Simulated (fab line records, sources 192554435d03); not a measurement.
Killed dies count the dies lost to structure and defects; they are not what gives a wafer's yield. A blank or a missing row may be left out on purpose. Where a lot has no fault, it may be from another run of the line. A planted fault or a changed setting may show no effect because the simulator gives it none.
Struck lot and sound lot, side by side + flow n5Finfet + 35 out of 1938 route steps
Sound: these wafers, L102.2, L102.4, L102.6. Struck: wafer L113.5. (L113.2, L113.4 of the same lot were not struck and are left out.) The cause comes at the end.
At each step with rows: each side's tool, then ch and its chambers, then its first start. Under that, the readings that differ: sound wafers + struck wafers + difference of the means + sigmas: that difference in standard deviations of wafers without a fault.
alike: readings with means less than 2 such deviations apart, plus words and numbers identical on both sides. not compared: withheld readings, readings lacking a value on some wafer, bounds such as >300 that could conceal the same value, and numbers that have no deviation in the record and whose values overlap.
A row with sigmas, a row that says differs or no value, or rows on one side alone: a step with any of these is where the two part. Non-overlapping numbers with no deviation appear without sigmas and do not part them. Lack of a reading on every wafer of one side parts them only where that side has two or more wafers.

first, 11 steps without rows for these wafers: N5_BEOL_M15_ETCH_61 (etches BARC in N2/H2, target depth 89 nm, overetch 26.7 nm, time 67.9 s); N5_BEOL_M15_TRENCH_ETCH_34 (etches SiO2 in C4F8/O2/Ar, target depth 872.93 nm, time 199 s); N5_BEOL_M15_STRIP_36 (strips in O2); N5_BEOL_M15_STRIP_62 (strips in O2); N5_BEOL_M15_STRIP_37 (strips in O2); N5_BEOL_M15_ETCH_38 (etches SiCN in CF4/N2, target depth 106.4 nm, time 120.5 s); N5_BEOL_M15_PRECLEAN_39 (cleans in residue remover, time 60 s); N5_BEOL_M15_SRD_40 (time 30 s, dry time 30 s); N5_BEOL_M15_DEGAS_41 (time 60 s); N5_BEOL_M15_PRE_CLEAN_42 (time 30 s); N5_BEOL_M15_SPUTTER_43 (material TaN, target thk 15 nm, time 24.19 s).
N5_BEOL_M15_SPUTTER_44: material Ta, target thk 15 nm, time 24.19 s.
  sound: pvdSputter-03 at day 11 13:24; struck: pvdSputter-03 at day 14 21:06
  alike: chamberPressurePa, throttleValvePct
then, 22 steps without rows for these wafers: N5_BEOL_M15_SPUTTER_45 (material Cu, target thk 100 nm, time 16.67 s); N5_BEOL_M15_ECD_47 (material Cu, target thk 1860 nm); N5_BEOL_M15_ANNEAL_48 (time 90 s); N5_BEOL_M15_CMP_49 (polishes, stops on SiO2, t overpolish 4.9 s, target thk 850 nm); N5_BEOL_M15_PRE_CLEAN_52 (time 15 s); N5_BEOL_M15_DEP_53 (deposits SiCN from 3MS/NH3, target thk 50 nm, time 17.8 s); N5_PASSIVATION_PECVD_00 (deposits SiO2 from SiH4/N2O, target thk 200 nm, time 11.2 s); N5_MIM_BOT_DEGAS_01 (time 60 s); N5_MIM_BOT_SPUTTER_00 (material TiN, target thk 35 nm, time 89.7 s); N5_MIM_TOP_ALD_00 (deposits Al2O3, purge time 3 s, co reactant pulse time 3 s); N5_MIM_TOP_ALD_01 (deposits HfO2, target thk 5.6 nm, pulse time 1 s, purge time 3 s); N5_MIM_TOP_ALD_02 (deposits Al2O3, purge time 3 s, co reactant pulse time 3 s); N5_MIM_TOP_DEGAS_04 (time 60 s); N5_MIM_TOP_SPUTTER_03 (material TiN, target thk 35 nm, time 89.7 s); N5_MIM_TOP_LITHO_HMDS_01 (time 60 s); N5_MIM_TOP_LITHO_COAT_02; N5_MIM_TOP_LITHO_EBR_04; N5_MIM_TOP_LITHO_SOFTBAKE_03 (time 90 s); N5_MIM_TOP_LITHO_EXPOSE_05 (exposes mask MIM TOP, target cd 2000 nm); N5_MIM_TOP_LITHO_PEB_06; N5_MIM_TOP_LITHO_DEVELOP_07 (develop time 60 s); N5_MIM_TOP_LITHO_HARDBAKE_09 (time 120 s).
N5_PASSIVATION_PROBE_49:
  sound: prober-01 at day 12 07:46; struck: prober-02 at day 15 14:01
| reading                 | sound          | struck | difference | sigmas |
|-------------------------|----------------|--------|------------|--------|
| defectLimitedYield (%)  | 91.3 90.8 92.3 | 82.5   | -9.0       | -6     |
| killed_at_M4_up         | 14 19 16       | 121    | +105       | +17    |
| killedDies              | 103 108 91     | 206    | +105       | +6     |
| killedOnRim             | 20 12 9        | 28     | +14        | +4     |
| sort_bin_5_function (%) | 5.3 6.0 4.8    | 10.1   | +4.7       | +5     |
| sort_bin_6_memory (%)   | 3.1 3.1 2.5    | 4.4    | +1.5       | +2     |
| sortNPass               | 1077 1072 1089 | 974    | -105       | -6     |
| sortYieldPct (%)        | 91.3 90.8 92.3 | 82.5   | -9.0       | -6     |
  alike: killed_at_M0_to_M3, killedAtContacts, killedAtFrontEnd, killedAtOther, killedOpen, killedShort

== WHERE THEY PART ==
N5_PASSIVATION_PROBE_49 only, going by this record.

WHY: what the simulator had put in
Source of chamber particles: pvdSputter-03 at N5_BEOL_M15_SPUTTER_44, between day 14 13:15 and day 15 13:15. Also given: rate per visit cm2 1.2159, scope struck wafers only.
